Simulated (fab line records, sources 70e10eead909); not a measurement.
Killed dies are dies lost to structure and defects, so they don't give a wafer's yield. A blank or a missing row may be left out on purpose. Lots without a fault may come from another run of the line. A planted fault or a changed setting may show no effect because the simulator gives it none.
Which tool did it? | flow nand_harc | 13 lots, 39 wafers sampled, at 5 steps of a route of 1302

WHAT THE GAUGES READ, wafer by wafer
NHARC_END_SORT_01.
lot  | measured     | on        | defect_limited_yield (%) | killed_at_array | killed_at_other | killed_at_periphery | killed_dies | killed_open | killed_short | sort_bin_2_pct (%) | sort_bin_3_pct (%) | sort_bin_4_pct (%) | sort_n_pass | sort_rim_yield_pct (%) | sort_yield_pct (%)
L606 | day 30 19:19 | prober-02 | 0 0 0                    | 79 78 89        | 3 1 1           | 595 598 587         | 677 677 677 | 3 4 5       | 2 2 1        | 91.6 92.5 90.4     | 1.2 0.7 1.3        | 7.2 6.8 8.3        | 0 0 0       | 0 0 0                  | 0 0 0

WHICH TOOL RAN EACH LOT (tool, then ch and the chambers of the sampled wafers, then the start)
lot  | NHARC_P_M1_PVD_20                       | NHARC_P_M1_PVD_21            | NHARC_P_M1_PRE_CLEAN_32         | NHARC_P_M1_DEP_33
L589 | pvd_sputter-01, day 6 11:50 or earlier  | pvd_sputter-01, day 6 11:50  | pecvd-02 ch 0,1,2, day 6 13:14  | pecvd-02 ch 0,1,2, day 6 13:22
L590 | pvd_sputter-03, day 6 19:43 or earlier  | pvd_sputter-03, day 6 19:43  | pecvd-02 ch 0,1, day 6 21:07    | pecvd-02 ch 0,1, day 6 21:11
L591 | pvd_sputter-01, day 6 23:59 or earlier  | pvd_sputter-01, day 6 23:59  | pecvd-01 ch 0,2, day 7 01:23    | pecvd-01 ch 0,2, day 7 01:28
L592 | pvd_sputter-02, day 7 18:40 or earlier  | pvd_sputter-02, day 7 18:40  | pecvd-04 ch 0,2, day 7 20:03    | pecvd-04 ch 0,2, day 7 20:10
L593 | pvd_sputter-03, day 7 19:47 or earlier  | pvd_sputter-03, day 7 19:47  | pecvd-04 ch 0,2, day 7 21:10    | pecvd-04 ch 0,2, day 7 21:17
L594 | pvd_sputter-01, day 8 13:20 or earlier  | pvd_sputter-01, day 8 13:20  | pecvd-04 ch 0,1,2, day 8 14:44  | pecvd-04 ch 0,1,2, day 8 14:51
L596 | pvd_sputter-01, day 9 04:56 or earlier  | pvd_sputter-01, day 9 04:56  | pecvd-02 ch 1,2, day 9 06:21    | pecvd-02 ch 1,2, day 9 06:29
L603 | pvd_sputter-03, day 12 05:10 or earlier | pvd_sputter-03, day 12 05:10 | pecvd-01 ch 0,1,2, day 12 06:41 | pecvd-01 ch 0,1,2, day 12 06:48
L605 | pvd_sputter-01, day 13 00:14 or earlier | pvd_sputter-01, day 13 00:14 | pecvd-04 ch 0,1,2, day 13 01:37 | pecvd-04 ch 0,1,2, day 13 01:41
L606 | pvd_sputter-02, day 13 05:34 or earlier | pvd_sputter-02, day 13 05:34 | pecvd-01 ch 0,1,2, day 13 06:58 | pecvd-01 ch 0,1,2, day 13 07:05
L609 | pvd_sputter-02, day 14 19:44 or earlier | pvd_sputter-02, day 14 19:44 | pecvd-02 ch 0,2, day 14 21:07   | pecvd-02 ch 0,2, day 14 21:11
L611 | pvd_sputter-01, day 15 12:20 or earlier | pvd_sputter-01, day 15 12:20 | pecvd-01 ch 0,1,2, day 15 13:45 | pecvd-01 ch 0,1,2, day 15 13:53
L612 | pvd_sputter-01, day 16 04:12 or earlier | pvd_sputter-01, day 16 04:12 | pecvd-02 ch 0,2, day 16 05:38   | pecvd-02 ch 0,2, day 16 05:44
- NHARC_P_M1_PVD_20: deposits TaN, target thk 5 nm, time 8.06 s.
- NHARC_P_M1_PVD_21: deposits Cu, target thk 30 nm, time 20.49 s.
- NHARC_P_M1_PRE_CLEAN_32: time 12 s.
- NHARC_P_M1_DEP_33: deposits SiCN, target thk 30 nm.

WHAT THE TOOLS THEMSELVES READ (means of the sampled wafers that have a number; where no wafer has one, the mark that the record gives instead)
NHARC_P_M1_PVD_20.
lot  | tool           | bias_v (V) | cathode_dc_power_W (W) | throttle_valve_pct (%)
L589 | pvd_sputter-01 | 169.8      | 15002                  | 30.5
L590 | pvd_sputter-03 | 168.9      | 15001                  | 29.3
L591 | pvd_sputter-01 | 169.4      | 15001                  | 29.9
L592 | pvd_sputter-02 | 168.0      | 14998                  | 30.6
L593 | pvd_sputter-03 | 168.2      | 15003                  | 29.2
L594 | pvd_sputter-01 | 169.0      | 15001                  | 30.5
L596 | pvd_sputter-01 | 168.2      | 15000                  | 30.3
L603 | pvd_sputter-03 | 169.4      | 14999                  | 29.7
L605 | pvd_sputter-01 | 171.9      | 14999                  | 31.0
L606 | pvd_sputter-02 | 167.8      | 14998                  | 31.2
L609 | pvd_sputter-02 | 167.6      | 14997                  | 31.1
L611 | pvd_sputter-01 | 170.2      | 15000                  | 30.7
L612 | pvd_sputter-01 | 168.9      | 14999                  | 30.5

NHARC_P_M1_PVD_21.
lot  | tool           | cathode_dc_power_W (W) | chamber_pressure_pa (Pa) | throttle_valve_pct (%)
L589 | pvd_sputter-01 | 5000.9                 | 4.997                    | 30.1
L590 | pvd_sputter-03 | 4999.7                 | 5.005                    | 29.6
L591 | pvd_sputter-01 | 4999.8                 | 4.992                    | 30.3
L592 | pvd_sputter-02 | 5000.7                 | 5.005                    | 31.1
L593 | pvd_sputter-03 | 5000.1                 | 4.998                    | 29.1
L594 | pvd_sputter-01 | 5000.0                 | 5.007                    | 30.7
L596 | pvd_sputter-01 | 4999.1                 | 5.003                    | 30.2
L603 | pvd_sputter-03 | 4999.5                 | 4.997                    | 29.8
L605 | pvd_sputter-01 | -                      | -                        | -
L606 | pvd_sputter-02 | -                      | -                        | -
L609 | pvd_sputter-02 | 5000.5                 | 4.997                    | 30.9
L611 | pvd_sputter-01 | 5000.3                 | 4.999                    | 30.3
L612 | pvd_sputter-01 | 5000.6                 | 4.996                    | 30.6

NHARC_P_M1_PRE_CLEAN_32.
lot  | tool     | heater_power_w (W)
L589 | pecvd-02 | 584
L590 | pecvd-02 | 615
L591 | pecvd-01 | 560
L592 | pecvd-04 | 665
L593 | pecvd-04 | 628
L594 | pecvd-04 | 664
L596 | pecvd-02 | 609
L603 | pecvd-01 | 617
L605 | pecvd-04 | 677
L606 | pecvd-01 | 587
L609 | pecvd-02 | 505
L611 | pecvd-01 | 613
L612 | pecvd-02 | 584

NHARC_P_M1_DEP_33.
lot  | tool     | heater_power_w (W)
L589 | pecvd-02 | 517
L590 | pecvd-02 | 597
L591 | pecvd-01 | 575
L592 | pecvd-04 | 609
L593 | pecvd-04 | 643
L594 | pecvd-04 | 560
L596 | pecvd-02 | 516
L603 | pecvd-01 | 580
L605 | pecvd-04 | 575
L606 | pecvd-01 | 562
L609 | pecvd-02 | 520
L611 | pecvd-01 | 535
L612 | pecvd-02 | 523

THE ANSWER, worked out from the rows above alone
Rule: what is usual is taken from the lots themselves. Put in order of their means at a reading, lots are off if they are a third of the lots or fewer, leave a main group of 4 or more, and stand apart from it by a gap of 3 or more times the standard deviation of the main group's means; of several such gaps the widest counts. A main group whose means are all the same, to the digits that the tables above print for the reading, isn't used. A lot without any number at a reading at which 4 lots or more have one is off too. The other lots that the step has rows for count as sound. The gauges are gone through in route order, then the tools' own readings, and for those a lot's mean is taken as printed above. The first step at which some lot is off is used, and at that step the reading that is off furthest; a lot without a number counts as furthest.
Off: L605, L606, at NHARC_P_M1_PVD_21 (cathode_dc_power_W). Without a number there: L605, L606. The main group: mean 5000.1 W, standard deviation 0.53.
A tool fits if, at that step or a process step before it, it ran every lot that is off, and no sound lot after the first of them. NHARC_P_M1_PVD_20 gives no start for some lots, so the hours and the order of its lots are those of NHARC_P_M1_PVD_21. None of those tried fits.

WHAT THE SIMULATOR HAD PUT IN
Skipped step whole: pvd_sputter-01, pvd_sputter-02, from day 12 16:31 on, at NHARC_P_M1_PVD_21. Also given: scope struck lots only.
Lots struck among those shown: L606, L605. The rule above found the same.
